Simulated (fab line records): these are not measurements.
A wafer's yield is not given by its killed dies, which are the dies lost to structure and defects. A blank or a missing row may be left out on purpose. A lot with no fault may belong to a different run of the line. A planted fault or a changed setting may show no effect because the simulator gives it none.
Shared-tool check :: flow nandHarc :: Sample size 14 lots and 42 wafers

## REASON IT WAS OPENED
At NHARC_A_ONON_D1_THK_MEAS_14 the reading thkNm is flagged on 2 of 14 lots. Wafers without a fault read 1002 nm, standard deviation 8.6.
Rule: a lot is flagged in two cases, either no wafer of it has a number, or all its wafers with numbers fall more than 4 standard deviations from that mean. The rest of the lots are taken to be sound.

lot: L100
measured: day 8 02:34
on: filmMetro-01
thkNm (nm), wafer by wafer: 1002 1003 1004
flag: 

lot: L102
measured: day 8 19:14
on: filmMetro-01
thkNm (nm), wafer by wafer: 995 993 994
flag: 

lot: L101
measured: day 8 19:14
on: filmMetro-02
thkNm (nm), wafer by wafer: 998 998 998
flag: 

lot: L103
measured: day 9 14:31
on: filmMetro-02
thkNm (nm), wafer by wafer: 1014 1015 1014
flag: 

lot: L104
measured: day 9 21:27
on: filmMetro-01
thkNm (nm), wafer by wafer: 1006 1004 1006
flag: 

lot: L107
measured: day 11 07:52
on: filmMetro-02
thkNm (nm), wafer by wafer: 284 284 283
flag: FLAGGED

lot: L108
measured: day 11 13:43
on: filmMetro-02
thkNm (nm), wafer by wafer: 296 298 298
flag: FLAGGED

lot: L116
measured: day 14 17:16
on: filmMetro-02
thkNm (nm), wafer by wafer: 994 996 993
flag: 

lot: L115
measured: day 14 17:16
on: filmMetro-01
thkNm (nm), wafer by wafer: 1002 1001 1003
flag: 

lot: L117
measured: day 15 07:40
on: filmMetro-02
thkNm (nm), wafer by wafer: 991 995 994
flag: 

lot: L118
measured: day 15 17:50
on: filmMetro-01
thkNm (nm), wafer by wafer: 1003 1004 1003
flag: 

lot: L119
measured: day 16 04:29
on: filmMetro-01
thkNm (nm), wafer by wafer: 1013 1013 1013
flag: 

lot: L121
measured: day 17 02:16
on: filmMetro-01
thkNm (nm), wafer by wafer: 1006 1008 1007
flag: 

lot: L120
measured: day 17 02:35
on: filmMetro-01
thkNm (nm), wafer by wafer: 982 983 983
flag: 
Average over the flagged lots: 290 nm; offset from the usual -712 nm, equal to -83 standard deviations.

## WHICH TOOL RAN EACH LOT
The record keeps 1 process step preceding the reading, out of 1302 steps on the route. Read each cell as the tool, then ch plus the chambers that the sampled wafers visited, then the start.
lot: L100
flag: 
NHARC_A_ONON_D1_DEP_12: pecvdOnon-04 ch 0, day 8 02:10

lot: L102
flag: 
NHARC_A_ONON_D1_DEP_12: pecvdOnon-04 ch 0, day 8 18:43

lot: L101
flag: 
NHARC_A_ONON_D1_DEP_12: pecvdOnon-03 ch 0, day 8 18:51

lot: L103
flag: 
NHARC_A_ONON_D1_DEP_12: pecvdOnon-04 ch 0, day 9 14:03

lot: L104
flag: 
NHARC_A_ONON_D1_DEP_12: pecvdOnon-02 ch 0, day 9 20:56

lot: L107
flag: FLAGGED
NHARC_A_ONON_D1_DEP_12: pecvdOnon-02 ch 0, day 11 07:22

lot: L108
flag: FLAGGED
NHARC_A_ONON_D1_DEP_12: pecvdOnon-02 ch 0, day 11 13:13

lot: L116
flag: 
NHARC_A_ONON_D1_DEP_12: pecvdOnon-02 ch 0, day 14 16:49

lot: L115
flag: 
NHARC_A_ONON_D1_DEP_12: pecvdOnon-03 ch 0, day 14 16:45

lot: L117
flag: 
NHARC_A_ONON_D1_DEP_12: pecvdOnon-02 ch 0, day 15 07:10

lot: L118
flag: 
NHARC_A_ONON_D1_DEP_12: pecvdOnon-04 ch 0, day 15 17:18

lot: L119
flag: 
NHARC_A_ONON_D1_DEP_12: pecvdOnon-03 ch 0, day 16 03:59

lot: L121
flag: 
NHARC_A_ONON_D1_DEP_12: pecvdOnon-03 ch 0, day 17 01:49

lot: L120
flag: 
NHARC_A_ONON_D1_DEP_12: pecvdOnon-04 ch 0, day 17 02:08
What the steps here do:
- NHARC_A_ONON_D1_DEP_12: target thk 1000 nm.
- NHARC_A_ONON_D1_THK_MEAS_14: measures by ellipsometry.

## FLAGGED OVER TOTAL, TOOL BY TOOL (the gauges that took the reading come last)
step: NHARC_A_ONON_D1_DEP_12
tool: pecvdOnon-02
lots run: 5
flagged: 2
share of the flagged lots: all
sound lots run after its first flagged lot: 2 (L116,L117)

step: NHARC_A_ONON_D1_DEP_12
tool: pecvdOnon-03
lots run: 4
flagged: 0
share of the flagged lots: none
sound lots run after its first flagged lot: -

step: NHARC_A_ONON_D1_DEP_12
tool: pecvdOnon-04
lots run: 5
flagged: 0
share of the flagged lots: none
sound lots run after its first flagged lot: -

step: NHARC_A_ONON_D1_THK_MEAS_14
tool: filmMetro-01
lots run: 8
flagged: 0
share of the flagged lots: none
sound lots run after its first flagged lot: -

step: NHARC_A_ONON_D1_THK_MEAS_14
tool: filmMetro-02
lots run: 6
flagged: 2
share of the flagged lots: all
sound lots run after its first flagged lot: 2 (L116,L117)

## WHAT THE TABLE ALLOWS
pecvdOnon-02 at NHARC_A_ONON_D1_DEP_12 and filmMetro-02 at NHARC_A_ONON_D1_THK_MEAS_14 are the 2 rows of the table that ran each flagged lot.
- pecvdOnon-02 at NHARC_A_ONON_D1_DEP_12 ran 5 lots, 2 of them flagged. Sound lots followed the first flagged one (L116, L117) on it, something a lasting fault affecting the whole tool could not allow.
- filmMetro-02 at NHARC_A_ONON_D1_THK_MEAS_14 ran 6 lots, 2 of them flagged. Sound lots followed the first flagged one (L116, L117) on it, something a lasting fault affecting the whole tool could not allow.
Every row of the table either missed a flagged lot or ran a sound lot after the first.

## WHAT WAS PUT IN BY THE SIMULATOR
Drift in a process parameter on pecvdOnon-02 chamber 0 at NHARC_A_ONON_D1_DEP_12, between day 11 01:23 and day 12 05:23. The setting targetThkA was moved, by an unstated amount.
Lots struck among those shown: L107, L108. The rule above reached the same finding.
